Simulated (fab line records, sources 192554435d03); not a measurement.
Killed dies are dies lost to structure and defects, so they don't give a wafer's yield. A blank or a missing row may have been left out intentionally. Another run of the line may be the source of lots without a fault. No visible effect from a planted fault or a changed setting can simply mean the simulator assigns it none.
8D (eight disciplines) problem report, filled in by code || flow n5Finfet || the parts of the form that need people (team, actions taken, sign-off) are left out

1. WHAT WENT WRONG
Wafers without a fault read 199.9 sccm, standard deviation 0.58; h2FlowSccm at N5_BEOL_M6_STRIP_36 reads a mean of 179.5 sccm on 2 wafers belonging to 2 lots. That is -35 standard deviations from the usual mean.
The step: strips in N2/H2.
First seen on wafer L976.5, day 12 03:54, on rieDiel-06. The record holds 33 wafers of 11 lots with a number at this step. Rule for "out" (also "out of limits"): further than 4 standard deviations from the usual mean. The other wafers with a number count as sound.

2. WHAT IT IS, WHAT IT ISN'T
{"question": "which readings at this step", "is": "h2FlowSccm, throttleValvePct", "is not": "drypumpMotorCurrentA, rfVppV, showerheadPlenumPTorr"}
{"question": "which lots", "is": "L975, L976", "is not": "L962, L964, L966, L967, L969, L971, L979, L980, L981"}
{"question": "which wafers of those lots", "is": "L975.1, L976.5", "is not": "L975.2, L975.3, L976.2, L976.6"}
{"question": "read on which tools", "is": "rieDiel-06", "is not": "rieDiel-04, rieDiel-05"}
{"question": "when", "is": "from day 12 03:54", "is not": "up to then (20 sound wafers); but 11 sound wafers of L975, L979, L980, L981 came after"}

3. THE SUSPECTS, EACH WITH WHAT RULES IT OUT
Counting: a tool at a process step up to the reading stays a suspect if it ran every lot that is out. Sound lots after the first of them don't rule it out here, since some wafers of a struck lot are sound.
- rieDiel-06 at N5_BEOL_M6_STRIP_36 (strips in N2/H2): kept. Every lot that is out went through it, the first being L976 (day 12 03:54); the last sound lot it ran before that was L964 (day 9 12:02). Its own readings are out on those wafers: h2FlowSccm, throttleValvePct.
- In rieDiel-06 at N5_BEOL_M6_STRIP_36, the wafers that are out were processed in chamber 3 and their sound lot-mates in chambers 1, 2.
The count leaves rieDiel-06 at N5_BEOL_M6_STRIP_36.

4. THE CAUSE (what the simulator had put in)
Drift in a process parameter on rieDiel-06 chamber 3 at N5_BEOL_M6_STRIP_36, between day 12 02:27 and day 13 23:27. A move of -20 in setting h2FlowSccm, from 200. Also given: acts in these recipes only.
Counting left only this tool.

5. SEQUENCE OF EFFECTS, ordered by route
Each row: a reading where the mean over the struck wafers with a number is more than 3 standard deviations away from the usual. Scope: only readings with a usual standard deviation given in the record; hours: median across lots of the time from each lot's start at the first step in this table that gives one to its start at this step; sigmas: change in usual standard deviations.
{"hours": 0, "step": "N5_BEOL_M6_STRIP_36", "reading": "h2FlowSccm", "usual": "199.9 sccm", "on struck wafers": 179.5, "change": -20.4, "sigmas": -35}
{"hours": 0, "step": "N5_BEOL_M6_STRIP_36", "reading": "throttleValvePct", "usual": "23.42 %", "on struck wafers": 21.94, "change": -1.48, "sigmas": -5.1}
Process steps it contains:
- N5_BEOL_M6_STRIP_36: strips in N2/H2.

6. HOW IT WOULD HAVE BEEN CAUGHT EARLIER
In this record the first reading out of limits was taken at day 12 03:54, 1 hour after the fault began at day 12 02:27.
